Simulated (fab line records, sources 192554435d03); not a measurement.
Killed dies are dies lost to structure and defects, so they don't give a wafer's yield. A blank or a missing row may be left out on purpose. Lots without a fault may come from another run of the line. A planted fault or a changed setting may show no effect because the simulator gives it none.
fab line records | flow n5_finfet
record lots=7 wafers=39
route steps=1938 shown WELL_APT@31 STI_FIN_REVEAL@190 DUMMY_REMOVAL@382 HKMG_FIN@448 MOL_CONTACT_COAG@586 BEOL_M1@814 BEOL_M3@981 BEOL_M6@1194 BEOL_M7@1308 BEOL_M11@1578 BEOL_M13@1705 BEOL_M14@1762 PASSIVATION@1923
start_h: hours from the record's first day to the start of the lot's first wafer shown | wait_h: hours since the lot's step before | " the same as in the row above | L1.1+2: a row that stands for several wafers | - no value, or no start given | * or withheld: withheld | < > ~ a bound
route shown NAME@n: a module of which the file shows steps, and the number in the route of the first | usual: mean/standard deviation of fault-free wafers | same: alike in all rows | chamber/n: place in a boat | sites: the reading at each site | _std_site: their standard deviation | _edge_site: outer sites' mean less inner sites' | radius_mm: how far each site lies from the wafer's centre | mask NAME#n: copy n | behind: the tool/chamber that last shaped the wafer | hold: why the lot was held/for how many hours/how that ended | device: the transistor (n, p or np) that didn't switch | end of line: the same wafers' tests at the end of the route | a step without rows: its recipe alone | killed: dies lost to structure and defects at the first sort, not the wafer's yield | map: a wafer's dies, x killed, . not, _ none there
set.NAME: the setting as run; set.NAME@STEP: as run at that earlier step | model.NAME: the simulator's own value behind a step, which no gauge read
lots whose settings were changed on purpose; a table a step, a row a wafer
## steps
# step N5_WELL_APT_DESCUM_13
# recipe chemistry=O2 time_s=7.9 source_power_w=50 bias_power_w=20 pressure_mtorr=20 rf_frequency_hz=2.712e+07 temp_c=40 o2_flow_sccm=225
# step N5_STI_FIN_REVEAL_ETCHBACK_08
# recipe chemistry=C4F6/O2 target=SiO2 target_depth_a=305 time_s=10.167 ion_energy_ev=250 pressure_mtorr=30 source_w=345 bias_w=185 Ar_flow_sccm=300 C4F6_flow_sccm=10 O2_flow_sccm=10
# step N5_DUMMY_REMOVAL_PRECLEAN_08
# recipe chemistry=NF3:NH3 afs_cycles=2 temp_c=30 time_s=20 sublimation_temp_c=180 sublimation_time_s=60 pressure_torr=3 rf_power_w=30
# step N5_HKMG_FIN_NWFM_ALD_20
# recipe material=TiAlC target_thk_a=20 temp_c=300 ald_precursor_family=TiCl4 ald_co_reactant=TEA pulse_time_s=3 purge_time_s=2 co_reactant_purge_time_s=2 co_reactant_pulse_time_s=10 ald_cycles=7 pressure_torr=3
# step N5_MOL_CONTACT_COAG_VIA_ETCH_46
# recipe chemistry=C4F6/O2 target_depth_a=460 overetch_a=92 mask_material=SOC target=SiO2 bias_w=455 pressure_mtorr=10 time_s=40 source_w=325 Ar_flow_sccm=300 C4F6_flow_sccm=10 O2_flow_sccm=10 ion_energy_ev=575.3 ends=end_point
# step N5_BEOL_M1_SPUTTER_48
# recipe material=Cu target_thk_a=45 temp_c=-20 chamber_pressure_pa=0.07 power_w=withheld time_s=8.29
# step N5_BEOL_M3_ETCH_41
# recipe chemistry=CH3F/O2 target=SiCN target_depth_a=299 taper_deg=2 time_s=52.5 ion_energy_ev=120 mask_material=TiN pressure_mtorr=30 source_w=395 bias_w=75 Ar_flow_sccm=150 CH3F_flow_sccm=30 O2_flow_sccm=20
# step N5_BEOL_M3_SPUTTER_92
# step N5_BEOL_M6_ILD_DEP_00
# recipe material=SiCOH_lowk target_thk_a=1797.5 temp_c=300 precursor=DEMS/porogen pressure_torr=5 rf_w=500 time_s=33.4
# step N5_BEOL_M7_TRENCH_ETCH_37
# recipe chemistry=C4F6/O2 target_depth_a=934.78 target=SiCOH_lowk time_s=31.2 ion_energy_ev=250 pressure_mtorr=30 source_w=345 bias_w=185 Ar_flow_sccm=300 C4F6_flow_sccm=10 O2_flow_sccm=10
# step N5_BEOL_M11_TRENCH_ETCH_37
# recipe chemistry=C4F6/O2 target_depth_a=1488.3 target=SiCOH_lowk time_s=48 ion_energy_ev=250 pressure_mtorr=30 source_w=345 bias_w=185 Ar_flow_sccm=300 C4F6_flow_sccm=10 O2_flow_sccm=10
# step N5_BEOL_M13_SPUTTER_43
# recipe material=TaN target_thk_a=150 temp_c=50 bias_v=168.6 power_w=15000 chamber_pressure_pa=0.12 time_s=24.19
# step N5_BEOL_M14_SPUTTER_43
# step N5_PASSIVATION_DEVELOP_43
# recipe develop_time_s=60 rinse_liquid=diw dry=air_spin dev_temp_c=21
# step N5_PASSIVATION_PROBE_49
# usual killed_at_contacts=12/7
# columns lot.wafer tool chamber start_h wait_h set.time_s@WELL_APT_DESCUM_13 set.target_depth_a@STI_FIN_REVEAL_ETCHBACK_08 set.time_s@DUMMY_REMOVAL_PRECLEAN_08 set.ald_cycles@HKMG_FIN_NWFM_ALD_20 set.target_depth_a@MOL_CONTACT_COAG_VIA_ETCH_46 set.time_s@BEOL_M1_SPUTTER_48 set.target_depth_a@BEOL_M3_ETCH_41 set.target_thk_a@BEOL_M3_SPUTTER_92 set.time_s@BEOL_M6_ILD_DEP_00 set.time_s@BEOL_M7_TRENCH_ETCH_37 set.time_s@BEOL_M11_TRENCH_ETCH_37 set.time_s@BEOL_M13_SPUTTER_43 set.time_s@BEOL_M14_SPUTTER_43 set.develop_time_s@PASSIVATION_DEVELOP_43 killed_at_contacts
L074.1 prober-02 - 251.95 0.0 7.9 133.6 9.606 7 460 8.29 203.9 45 39.73 31.2 74.81 24.19 24.19 60 9
L074.2 prober-02 - 252.00 0.1 7.9 305 20 7 460 13.18 203.9 58.83 33.4 31.2 48 24.19 18.39 60 6
L074.3 prober-02 - 252.05 0.1 11.39 133.6 20 9 460 13.18 299 45 39.73 31.2 48 10.66 24.19 30.31 8
L074.4 prober-02 - 252.10 0.2 11.39 305 9.606 7 460 8.29 299 58.83 39.73 47.49 74.81 10.66 18.39 30.31 9
L074.5 prober-02 - 252.15 0.2 7.9 133.6 9.606 9 460 13.18 203.9 45 33.4 47.49 48 24.19 18.39 30.31 15
L074.6 prober-02 - 252.20 0.3 11.39 305 20 9 460 8.29 299 58.83 33.4 47.49 74.81 10.66 24.19 60 8
L075.2 prober-02 - 252.45 0.1 7.9 305 20 7 460 8.29 299 45 33.4 31.2 48 24.19 24.19 60 10
L075.5 prober-02 - 252.60 0.2 7.9 305 20 7 460 8.29 299 45 33.4 31.2 48 24.19 24.19 60 11
L075.6 prober-02 - 252.65 0.3 7.9 305 20 7 460 8.29 299 45 33.4 31.2 48 24.19 24.19 60 11
L079.1 prober-01 - 279.62 0.0 3.227 305 20 5 304.9 8.29 168.7 62.11 33.4 47.41 31.17 24.19 24.19 60 1089
L079.2 prober-01 - 279.67 0.1 7.9 352.6 20 7 460 8.29 168.7 62.11 33.4 31.2 48 28.4 24.19 60 11
L079.3 prober-01 - 279.72 0.1 7.9 305 20 7 304.9 11.11 299 45 33.4 31.2 31.17 28.4 24.19 60 1092
L079.4 prober-01 - 279.77 0.2 3.227 352.6 20 7 304.9 11.11 299 62.11 33.4 31.2 48 24.19 24.19 60 1060
L079.5 prober-01 - 279.82 0.2 7.9 305 20 5 460 8.29 299 45 33.4 47.41 48 28.4 24.19 60 11
L079.6 prober-01 - 279.87 0.3 3.227 352.6 20 5 460 11.11 168.7 45 33.4 47.41 31.17 24.19 24.19 60 2
L082.1 prober-01 - 315.23 0.0 7.9 305 20 10 460 13.01 204.3 22.12 48.26 31.2 28 38.57 24.19 71.33 12
L082.2 prober-01 - 315.28 0.1 7.9 305 20 10 460 13.01 299 45 33.4 31.2 28 24.19 24.19 60 12
L082.3 prober-01 - 315.33 0.1 7.9 305 12.42 7 460 13.01 204.3 45 33.4 31.2 48 38.57 24.19 71.33 7
L082.4 prober-01 - 315.38 0.2 7.9 305 12.42 10 460 8.29 299 22.12 33.4 31.2 48 24.19 24.19 60 23
L082.5 prober-01 - 315.43 0.2 7.9 305 12.42 7 460 8.29 299 22.12 48.26 31.2 28 38.57 24.19 60 8
L082.6 prober-01 - 315.48 0.3 7.9 305 20 7 460 8.29 204.3 45 48.26 31.2 48 24.19 24.19 71.33 9
L087.1 prober-02 - 350.29 0.0 3.556 305 29.11 10 327.7 8.29 299 45 33.4 40.12 48 24.19 28.17 78.52 695
L087.2 prober-02 - 350.34 0.1 3.556 305 20 10 460 6.952 252.5 25.56 33.4 31.2 48 24.19 24.19 60 12
L087.3 prober-02 - 350.39 0.1 7.9 305 20 7 327.7 8.29 299 25.56 23.29 40.12 48 24.19 24.19 78.52 291
L087.4 prober-02 - 350.44 0.2 3.556 305 29.11 7 460 6.952 299 45 33.4 31.2 48 24.19 24.19 78.52 10
L087.5 prober-02 - 350.49 0.2 7.9 305 29.11 7 460 8.29 252.5 45 23.29 31.2 48 24.19 28.17 60 16
L087.6 prober-02 - 350.54 0.3 7.9 305 20 10 327.7 6.952 252.5 25.56 23.29 40.12 48 24.19 28.17 60 442
L095.1 prober-01 - 381.36 0.0 7.9 487.6 20 7 460 5.557 299 66.91 33.4 31.2 21.86 19.51 24.19 60 8
L095.2 prober-01 - 381.41 0.1 4.011 487.6 20 7 460 8.29 236.7 66.91 25.03 48.24 48 19.51 31.6 60 13
L095.3 prober-01 - 381.46 0.1 7.9 305 20 7 460 8.29 236.7 45 33.4 48.24 21.86 24.19 24.19 60 2
L095.4 prober-01 - 381.51 0.2 4.011 487.6 20 7 460 5.557 299 45 33.4 48.24 48 19.51 31.6 81.03 5
L095.5 prober-01 - 381.56 0.2 4.011 305 20 7 460 8.29 299 66.91 25.03 31.2 48 24.19 24.19 81.03 15
L095.6 prober-01 - 381.61 0.3 7.9 305 20 7 460 5.557 236.7 45 25.03 31.2 21.86 24.19 31.6 81.03 15
L097.1 prober-02 - 400.95 0.0 7.9 305 13.13 7 460 8.29 299 45 18.08 37.49 57.01 28.78 18.55 81.91 11
L097.2 prober-02 - 401.00 0.1 7.9 137.5 13.13 7 460 8.29 299 29.68 33.4 37.49 57.01 24.19 18.55 60 4
L097.3 prober-02 - 401.05 0.1 7.9 137.5 20 6 460 8.29 299 29.68 33.4 31.2 48 28.78 24.19 60 11
L097.4 prober-02 - 401.10 0.2 7.9 137.5 13.13 6 460 5.661 299 45 18.08 31.2 57.01 28.78 24.19 81.91 5
L097.5 prober-02 - 401.15 0.2 7.9 305 20 6 460 5.661 299 29.68 18.08 37.49 48 24.19 24.19 81.91 12
L097.6 prober-02 - 401.20 0.3 7.9 305 20 7 460 5.661 299 45 33.4 31.2 48 24.19 18.55 60 16
# killed by level:class
L074.1 BEOL_M4:geometric_particle:open=16 BEOL_M11:area_etch=14 BEOL_M0_SAQP:geometric_particle:short=10 BEOL_M3:geometric_particle:open=10 MOL_CONTACT_COAG:geometric_particle:open=8 BEOL_M0_SAQP:geometric_particle:open=8 GATE_CUT:geometric_particle:short=7 BEOL_M2:geometric_particle:open=7
L074.2 BEOL_M1:geometric_particle:open=11 BEOL_M2:geometric_particle:open=10 GATE_CUT:geometric_particle:short=7 HKMG_FIN:area_etch=7 MOL_CONTACT_COAG:geometric_particle:open=6 BEOL_M1:geometric_particle:short=6 FIN_SAQP:geometric_particle:short=5 FIN_SAQP:geometric_particle:open=4
L074.3 BEOL_M0_SAQP:geometric_particle:open=13 BEOL_M0_SAQP:geometric_particle:short=10 STI_FIN_REVEAL:geometric_particle:open=9 BEOL_M2:geometric_particle:open=8 BEOL_M4:geometric_particle:open=7 FIN_SAQP:geometric_particle:short=5 GATE_CUT:geometric_particle:short=5 MOL_CONTACT_COAG:geometric_particle:open=4
L074.4 BEOL_M7:area_etch=75 BEOL_M11:area_etch=23 BEOL_M3:geometric_particle:open=13 FIN_SAQP:geometric_particle:short=11 BEOL_M1:geometric_particle:open=9 MOL_CONTACT_COAG:geometric_particle:open=8 BEOL_M0_SAQP:geometric_particle:short=8 BEOL_M2:geometric_particle:open=8
L074.5 BEOL_M7:area_etch=80 BEOL_M4:geometric_particle:open=14 FIN_SAQP:geometric_particle:open=10 MOL_CONTACT_COAG:geometric_particle:open=10 BEOL_M2:geometric_particle:open=10 BEOL_M0_SAQP:geometric_particle:open=9 BEOL_M5:geometric_particle:open=8 STARTING-WAFER:geometric_particle:short=7
L074.6 BEOL_M7:area_etch=70 BEOL_M11:area_etch=28 BEOL_M1:geometric_particle:open=9 BEOL_M4:geometric_particle:open=9 FIN_SAQP:geometric_particle:open=6 BEOL_M0_SAQP:geometric_particle:short=6 BEOL_M2:geometric_particle:open=6 DUMMY_GATE:geometric_particle:open=5
L075.2 FIN_SAQP:geometric_particle:short=13 MOL_CONTACT_COAG:geometric_particle:open=8 BEOL_M3:geometric_particle:open=8 STI_FIN_REVEAL:geometric_particle:open=7 DUMMY_GATE:geometric_particle:open=5 BEOL_M0:geometric_particle:open=5 BEOL_M1:geometric_particle:open=5 BEOL_M4:geometric_particle:open=5
L075.5 STI_FIN_REVEAL:geometric_particle:open=18 MOL_CONTACT_COAG:geometric_particle:open=9 BEOL_M3:geometric_particle:open=8 DUMMY_GATE:geometric_particle:open=7 BEOL_M1:geometric_particle:open=7 FIN_SAQP:geometric_particle:open=6 FIN_SAQP:geometric_particle:short=6 GATE_CUT:geometric_particle:short=5
L075.6 MOL_CONTACT_COAG:geometric_particle:open=9 FIN_SAQP:geometric_particle:open=5 FIN_SAQP:geometric_particle:short=5 BEOL_M1:geometric_particle:open=5 STI_FIN_REVEAL:geometric_particle:open=4 STI_FIN_REVEAL:geometric_particle:short=3 BEOL_M4:geometric_particle:open=3 ILD0:geometric_particle:open=3
L079.1 MOL_CONTACT_COAG:area_etch=1082 BEOL_M7:area_etch=13 BEOL_M0_SAQP:geometric_particle:short=12 BEOL_M0_SAQP:geometric_particle:open=10 BEOL_M1:geometric_particle:open=10 BEOL_M3:geometric_particle:open=9 MOL_CONTACT_COAG:geometric_particle:open=7 STI_FIN_REVEAL:geometric_particle:open=6
L079.2 STI_FIN_REVEAL:geometric_particle:open=20 BEOL_M2:geometric_particle:open=12 MOL_CONTACT_COAG:geometric_particle:open=8 BEOL_M0_SAQP:geometric_particle:short=7 BEOL_M4:geometric_particle:open=5 BEOL_M0_SAQP:geometric_particle:open=5 BEOL_M1:geometric_particle:open=5 STI_FIN_REVEAL:geometric_particle:short=4
L079.3 MOL_CONTACT_COAG:area_etch=1084 BEOL_M1:geometric_particle:open=9 STI_FIN_REVEAL:geometric_particle:open=7 MOL_CONTACT_COAG:geometric_particle:open=7 BEOL_M0_SAQP:geometric_particle:short=6 BEOL_M8:geometric_particle:open=6 FIN_SAQP:geometric_particle:open=5 FIN_SAQP:geometric_particle:short=4
L079.4 MOL_CONTACT_COAG:area_etch=1053 BEOL_M2:geometric_particle:open=18 FIN_SAQP:geometric_particle:open=14 FIN_SAQP:geometric_particle:short=11 BEOL_M0_SAQP:geometric_particle:open=9 GATE_CUT:geometric_particle:short=8 GATE_CUT:geometric_particle:open=6 STI_FIN_REVEAL:geometric_particle:open=6
L079.5 BEOL_M7:area_etch=141 STI_FIN_REVEAL:geometric_particle:open=13 BEOL_M1:geometric_particle:open=12 BEOL_M5:geometric_particle:open=8 FIN_SAQP:geometric_particle:open=7 MOL_CONTACT_COAG:geometric_particle:open=7 BEOL_M0_SAQP:geometric_particle:open=7 FIN_SAQP:geometric_particle:short=4
L079.6 BEOL_M2:geometric_particle:open=17 STI_FIN_REVEAL:geometric_particle:open=13 BEOL_M0_SAQP:geometric_particle:open=10 BEOL_M11:area_ecd=7 BEOL_M1:geometric_particle:open=6 FIN_SAQP:geometric_particle:open=5 FIN_SAQP:geometric_particle:short=5 BEOL_M0_SAQP:geometric_particle:short=5
L082.1 BEOL_M6:area_etch=1076 FIN_SAQP:geometric_particle:open=14 FIN_SAQP:geometric_particle:short=12 MOL_CONTACT_COAG:geometric_particle:open=10 BEOL_M0_SAQP:geometric_particle:open=10 STI_FIN_REVEAL:geometric_particle:open=9 BEOL_M2:geometric_particle:open=7 BEOL_M0_SAQP:geometric_particle:short=6
L082.2 BEOL_M11:area_ecd=66 STI_FIN_REVEAL:geometric_particle:open=20 FIN_SAQP:geometric_particle:open=12 MOL_CONTACT_COAG:geometric_particle:open=12 FIN_SAQP:geometric_particle:short=8 BEOL_M0_SAQP:geometric_particle:short=7 BEOL_M0_SAQP:geometric_particle:open=6 BEOL_M2:geometric_particle:open=5
L082.3 BEOL_M0_SAQP:geometric_particle:open=16 FIN_SAQP:geometric_particle:short=12 BEOL_M2:geometric_particle:open=9 BEOL_M0_SAQP:geometric_particle:short=7 MOL_CONTACT_COAG:geometric_particle:open=6 GATE_CUT:geometric_particle:short=5 FIN_SAQP:geometric_particle:open=5 STI_FIN_REVEAL:geometric_particle:open=5
L082.4 MOL_CONTACT_COAG:geometric_particle:open=19 FIN_SAQP:geometric_particle:short=14 BEOL_M2:geometric_particle:open=14 STI_FIN_REVEAL:geometric_particle:open=11 FIN_SAQP:geometric_particle:open=8 BEOL_M0_SAQP:geometric_particle:open=6 BEOL_M0_SAQP:geometric_particle:short=5 STARTING-WAFER:geometric_particle:open=5
L082.5 BEOL_M6:area_etch=1036 FIN_SAQP:geometric_particle:short=21 FIN_SAQP:geometric_particle:open=20 BEOL_M0_SAQP:geometric_particle:short=18 BEOL_M0_SAQP:geometric_particle:open=13 STI_FIN_REVEAL:geometric_particle:open=9 BEOL_M4:geometric_particle:open=9 BEOL_M2:geometric_particle:open=7
L082.6 BEOL_M6:area_etch=1072 STI_FIN_REVEAL:geometric_particle:open=12 BEOL_M0_SAQP:geometric_particle:short=10 MOL_CONTACT_COAG:geometric_particle:open=9 FIN_SAQP:geometric_particle:short=7 FIN_SAQP:geometric_particle:open=6 GATE_CUT:geometric_particle:short=6 BEOL_M2:geometric_particle:open=6
L087.1 MOL_CONTACT_COAG:area_etch=685 BEOL_M0_SAQP:geometric_particle:short=11 MOL_CONTACT_COAG:geometric_particle:open=9 BEOL_M0:geometric_particle:open=8 BEOL_M0_SAQP:geometric_particle:open=7 STI_FIN_REVEAL:geometric_particle:open=5 GATE_CUT:geometric_particle:short=5 FIN_SAQP:geometric_particle:open=4
L087.2 MOL_CONTACT_COAG:geometric_particle:open=10 BEOL_M0_SAQP:geometric_particle:open=9 BEOL_M0_SAQP:geometric_particle:short=7 BEOL_M0:geometric_particle:open=6 BEOL_M3:geometric_particle:open=6 STI_FIN_REVEAL:geometric_particle:open=5 BEOL_M1:geometric_particle:open=4 BEOL_M5:geometric_particle:open=3
L087.3 MOL_CONTACT_COAG:area_etch=282 STI_FIN_REVEAL:geometric_particle:open=8 MOL_CONTACT_COAG:geometric_particle:open=7 BEOL_M0_SAQP:geometric_particle:open=6 BEOL_M0_SAQP:geometric_particle:short=4 FIN_SAQP:geometric_particle:open=3 GATE_CUT:geometric_particle:open=3 GATE_CUT:geometric_particle:short=3
L087.4 BEOL_M0_SAQP:geometric_particle:open=13 STI_FIN_REVEAL:geometric_particle:open=10 MOL_CONTACT_COAG:geometric_particle:open=9 BEOL_M0_SAQP:geometric_particle:short=8 FIN_SAQP:geometric_particle:open=6 FIN_SAQP:geometric_particle:short=6 BEOL_M1:geometric_particle:open=5 BEOL_M3:geometric_particle:open=5
L087.5 STI_FIN_REVEAL:geometric_particle:open=12 MOL_CONTACT_COAG:geometric_particle:open=12 BEOL_M0:geometric_particle:open=9 BEOL_M0_SAQP:geometric_particle:open=8 BEOL_M3:geometric_particle:open=7 BEOL_M0_SAQP:geometric_particle:short=5 STARTING-WAFER:geometric_particle:short=5 GATE_CUT:geometric_particle:short=4
L087.6 MOL_CONTACT_COAG:area_etch=439 BEOL_M0_SAQP:geometric_particle:open=13 STI_FIN_REVEAL:geometric_particle:open=12 BEOL_M4:geometric_particle:open=9 FIN_SAQP:geometric_particle:short=8 BEOL_M0_SAQP:geometric_particle:short=8 BEOL_M2:geometric_particle:open=6 STARTING-WAFER:geometric_particle:open=6
L095.1 BEOL_M11:area_etch=1089 BEOL_M0_SAQP:geometric_particle:short=13 BEOL_M2:geometric_particle:open=11 MOL_CONTACT_COAG:geometric_particle:open=7 FIN_SAQP:geometric_particle:open=6 BEOL_M1:geometric_particle:open=5 FIN_SAQP:geometric_particle:short=4 GATE_CUT:geometric_particle:open=4
L095.2 BEOL_M7:area_etch=58 FIN_SAQP:geometric_particle:open=15 MOL_CONTACT_COAG:geometric_particle:open=11 FIN_SAQP:geometric_particle:short=10 BEOL_M2:geometric_particle:open=8 BEOL_M5:geometric_particle:open=8 BEOL_M4:geometric_particle:short=5 BEOL_M0_SAQP:geometric_particle:short=4
L095.3 BEOL_M11:area_etch=870 BEOL_M7:area_etch=232 BEOL_M2:geometric_particle:open=7 FIN_SAQP:geometric_particle:open=6 GATE_CUT:geometric_particle:short=6 BEOL_M3:geometric_particle:open=5 BEOL_M4:geometric_particle:open=5 BEOL_M4:geometric_particle:short=5
L095.4 FIN_SAQP:geometric_particle:open=15 BEOL_M4:geometric_particle:open=8 BEOL_M7:area_etch=8 STI_FIN_REVEAL:geometric_particle:open=6 FIN_SAQP:geometric_particle:short=5 GATE_CUT:geometric_particle:short=5 MOL_CONTACT_COAG:geometric_particle:open=4 BEOL_M2:geometric_particle:open=4
L095.5 MOL_CONTACT_COAG:geometric_particle:open=13 BEOL_M5:geometric_particle:open=10 FIN_SAQP:geometric_particle:short=9 FIN_SAQP:geometric_particle:open=8 BEOL_M0_SAQP:geometric_particle:short=7 BEOL_M0_SAQP:geometric_particle:open=6 BEOL_M2:geometric_particle:open=5 BEOL_M1:geometric_particle:open=4
L095.6 BEOL_M11:area_etch=1090 MOL_CONTACT_COAG:geometric_particle:open=8 MOL_CONTACT_COAG:geometric_particle:short=7 STI_FIN_REVEAL:geometric_particle:open=6 BEOL_M4:geometric_particle:open=6 FIN_SAQP:geometric_particle:short=5 GATE_CUT:geometric_particle:short=5 BEOL_M0_SAQP:geometric_particle:open=5
L097.1 BEOL_M6:area_dep=1050 MOL_CONTACT_COAG:geometric_particle:open=10 BEOL_M3:geometric_particle:open=10 FIN_SAQP:geometric_particle:open=7 BEOL_M3:geometric_particle:short=6 BEOL_M0_SAQP:geometric_particle:short=5 FIN_SAQP:geometric_particle:short=3 STI_FIN_REVEAL:geometric_particle:open=3
L097.2 BEOL_M3:geometric_particle:open=8 STI_FIN_REVEAL:geometric_particle:open=7 BEOL_M1:geometric_particle:open=5 FIN_SAQP:geometric_particle:short=4 BEOL_M3:geometric_particle:short=4 STARTING-WAFER:geometric_particle:short=4 MOL_CONTACT_COAG:geometric_particle:open=3 BEOL_M4:geometric_particle:open=3
L097.3 MOL_CONTACT_COAG:geometric_particle:open=10 FIN_SAQP:geometric_particle:short=8 BEOL_M4:geometric_particle:open=7 BEOL_M3:geometric_particle:short=5 STARTING-WAFER:geometric_particle:open=5 STI_FIN_REVEAL:geometric_particle:open=4 GATE_CUT:geometric_particle:short=4 BEOL_M3:geometric_particle:open=4
L097.4 BEOL_M6:area_dep=1058 FIN_SAQP:geometric_particle:open=12 BEOL_M3:geometric_particle:open=10 BEOL_M4:geometric_particle:open=6 BEOL_M0_SAQP:geometric_particle:open=5 FIN_SAQP:geometric_particle:short=4 STARTING-WAFER:geometric_particle:open=4 BEOL_M0_SAQP:geometric_particle:short=4
L097.5 BEOL_M6:area_dep=1077 BEOL_M3:geometric_particle:open=12 MOL_CONTACT_COAG:geometric_particle:open=10 DUMMY_GATE:geometric_particle:open=7 STI_FIN_REVEAL:geometric_particle:open=6 STARTING-WAFER:geometric_particle:open=6 BEOL_M3:geometric_particle:short=5 BEOL_M0_SAQP:geometric_particle:short=5
L097.6 MOL_CONTACT_COAG:geometric_particle:open=16 BEOL_M3:geometric_particle:open=10 BEOL_M4:geometric_particle:open=8 STI_FIN_REVEAL:geometric_particle:open=7 BEOL_M3:geometric_particle:short=7 DUMMY_GATE:geometric_particle:open=4 BEOL_M1:geometric_particle:open=4 FIN_SAQP:geometric_particle:open=3
## key
split step=N5_WELL_APT_DESCUM_13 setting=time_s stated_as=7.9
response none clear
split step=N5_STI_FIN_REVEAL_ETCHBACK_08 setting=target_depth_a stated_as=305
response none clear
split step=N5_DUMMY_REMOVAL_PRECLEAN_08 setting=time_s stated_as=20
response none clear
split step=N5_HKMG_FIN_NWFM_ALD_20 setting=ald_cycles stated_as=7
response none clear
split step=N5_MOL_CONTACT_COAG_VIA_ETCH_46 setting=target_depth_a stated_as=460
response step=N5_PASSIVATION_PROBE_49 reading=killed_at_contacts slope=-25.3 per=1% together_with=all explained=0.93
split step=N5_BEOL_M1_SPUTTER_48 setting=time_s stated_as=8.29
response none clear
split step=N5_BEOL_M3_ETCH_41 setting=target_depth_a stated_as=299
response none clear
split step=N5_BEOL_M3_SPUTTER_92 setting=target_thk_a stated_as=45
response none clear
split step=N5_BEOL_M6_ILD_DEP_00 setting=time_s stated_as=33.4
response none clear
split step=N5_BEOL_M7_TRENCH_ETCH_37 setting=time_s stated_as=31.2
response none clear
split step=N5_BEOL_M11_TRENCH_ETCH_37 setting=time_s stated_as=48
response none clear
split step=N5_BEOL_M13_SPUTTER_43 setting=time_s stated_as=24.19
response none clear
split step=N5_BEOL_M14_SPUTTER_43 setting=time_s stated_as=24.19
response none clear
split step=N5_PASSIVATION_DEVELOP_43 setting=develop_time_s stated_as=60
response none clear
